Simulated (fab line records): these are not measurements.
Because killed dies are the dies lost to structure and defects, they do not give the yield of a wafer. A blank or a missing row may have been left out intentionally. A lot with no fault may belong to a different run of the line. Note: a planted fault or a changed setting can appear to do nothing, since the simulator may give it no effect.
Chamber matching    flow n5 finfet    4 sister chambers for N5_BEOL_M0_SAQP_ETCH_88 on rie diel-03
The step etches underlayer in N2/H2, target depth 6.5 nm, time 5.2 s. 8 wafers are shown with their chamber, then 8 later ones without.

== EACH WAFER AND ITS CHAMBER ==
wafer   chamber  showerhead plenum p Torr (Torr)  drypump motor current A (A)
L082.1  3        2.48                             4.7
L083.2  0        2.41                             5.2
L083.5  1        2.58                             6.0
L083.6  2        2.68                             5.4
L086.1  0        2.41                             5.2
L086.2  3        2.48                             4.7
L086.3  1        2.58                             5.9
L090.3  2        2.67                             5.4

== WAFERS WITHOUT THEIR CHAMBER ==
wafer   showerhead plenum p Torr (Torr)  drypump motor current A (A)
L090.5  2.57                             6.0
L090.6  2.67                             5.4
L095.3  2.72                             5.3
L095.4  2.67                             5.4
L095.5  2.47                             4.8
L096.3  2.57                             5.9
L096.4  2.72                             5.2
L096.5  2.72                             5.3

== THE CHAMBER EACH PASSED THROUGH ==
wafer    from the rows above   in truth
L090.5   1                     1
L090.6   2                     2
L095.3   2                     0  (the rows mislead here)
L095.4   2                     2
L095.5   3                     3
L096.3   1                     1
L096.4   2                     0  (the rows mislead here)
L096.5   2                     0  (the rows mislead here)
Placed correctly: 5 of 8. Left unplaced by these rows: 0. Wrongly placed: 3.
How it was worked out, from the rows above alone: a wafer's distance from a chamber is the root of the sum, over the readings, of the square of ((its reading less the chamber's mean) divided by the reading's scatter). If the next closest chamber is less than 2 further off than the closest, the wafer can't be placed; otherwise it belongs to the closest. Each chamber's mean is taken over the wafers shown for it. The scatter: the root of (the sum of the squares of (reading less its chamber's mean) over the shown wafers, divided by (wafers less chambers)).
